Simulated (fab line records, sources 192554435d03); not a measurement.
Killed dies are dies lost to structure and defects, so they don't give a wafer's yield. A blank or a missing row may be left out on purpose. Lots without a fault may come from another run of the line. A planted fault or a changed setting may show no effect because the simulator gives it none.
Split-lot experiment | flow n5_finfet | 7 lots, 21 wafers read, on a route of 1938 steps

THE SPLIT
At N5_DUMMY_GATE_ETCH_37 (etches SOC in N2/H2, target depth 60 nm, overetch 30 nm), the setting source_w was moved away from the recipe's 840 W on 5 of the 21 wafers read, by -17.5% to -13.9%. The other wafers ran this setting at the recipe's value.

The reading is taken at the split's own step.

THE READING
rf_vpp_V, in V, at N5_DUMMY_GATE_ETCH_37 (etches SOC in N2/H2, target depth 60 nm, overetch 30 nm). Fault-free wafers of this fab line usually give 523.7 V, standard deviation 2 V.

wafer  | tool, chamber at the split | source_w as run, W | against the recipe | rf_vpp_V, V | against lot-mates on the recipe
L085.2 | rie_diel-06, 3             | 840                | recipe             | 522.6       | -
L085.4 | rie_diel-06, 0             | 840                | recipe             | 520.2       | -
L085.6 | rie_diel-06, 0             | 840                | recipe             | 520.8       | -
L090.2 | rie_diel-01, 1             | 840                | recipe             | 527.2       | -
L090.3 | rie_diel-01, 3             | 840                | recipe             | 525.3       | -
L090.5 | rie_diel-01, 2             | 840                | recipe             | 525.1       | -
L091.1 | rie_diel-04, 1             | 840                | recipe             | 524.8       | -
L091.3 | rie_diel-04, 0             | 692.8              | -17.5%             | 560.4       | +37.0
L091.6 | rie_diel-04, 2             | 840                | recipe             | 522.0       | -
L092.1 | rie_diel-01, 1             | 723.2              | -13.9%             | 555.0       | +28.2
L092.5 | rie_diel-01, 1             | 840                | recipe             | 526.8       | -
L092.6 | rie_diel-01, 3             | 723.2              | -13.9%             | 551.0       | +24.2
L094.2 | rie_diel-01, 1             | 699.3              | -16.8%             | 561.2       | +37.4
L094.3 | rie_diel-01, 0             | 699.3              | -16.8%             | 555.5       | +31.7
L094.5 | rie_diel-01, 2             | 840                | recipe             | 523.8       | -
L095.1 | rie_diel-06, 0             | 840                | recipe             | 521.3       | -
L095.2 | rie_diel-06, 3             | 840                | recipe             | 523.9       | -
L095.5 | rie_diel-06, 1             | 840                | recipe             | 523.3       | -
L096.2 | rie_diel-04, 2             | 840                | recipe             | 522.0       | -
L096.5 | rie_diel-04, 0             | 840                | recipe             | 525.7       | -
L096.6 | rie_diel-04, 3             | 840                | recipe             | 523.0       | -

THE FIT
A straight line over all 21 wafers: rf_vpp_V changes by -2.09 V for each +1% of source_w; r = -0.99; the points scatter about the line by 2.2 V.
The same after taking each lot's own level away (the mean of its wafers on the recipe; 21 wafers): -2.02 V for each +1%; r = -0.99; scatter 1.7 V.
On that fit, the largest move of source_w shifts the reading by 35 V.
The lots' own levels span 521.20 to 526.80 V, that is 2.8 times the standard deviation above.
So the lot-to-lot level changes the slope little: the two slopes agree.
Check: with one of the wafers moved furthest among these (-17.5%) left out of the fit, the line predicts +34.9 V for it against its lot-mates. It came out at +37 V against them.
Tool readings at the split's step, against how far the setting was moved: rf_vpp_V r = -0.99.

OTHER SPLITS ON THESE WAFERS
These wafers also went through other splits before the reading. Each is held against what the fit with the lots' levels taken away leaves over:
other split on the same wafers            | wafers away from the commonest value | r with rf_vpp_V (lot level and that fit taken away)
N5_ZERO_LAYER_COAT_05 spin_rpm            | 4                                    | +0.10
N5_ZERO_LAYER_ETCH_18 icp_w               | 3                                    | +0.03
N5_PMOS_HMC_CHANNEL_EPI_EXPOSE_06 dose_mj | 6                                    | +0.21
N5_PMOS_HMC_CHANNEL_EPI_DESCUM_14 time_s  | 3                                    | +0.19
N5_FIN_CUT_COAT_29 spin_rpm               | 6                                    | -0.15
N5_FIN_CUT_EXPOSE_05 dose_mj              | 3                                    | +0.21
N5_DUMMY_GATE_EXPOSE_12 dose_mj           | 10                                   | +0.06

THE FILE'S OWN FIT
rf_vpp_V changes by -2.04 V for each +1% of source_w, r = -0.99.
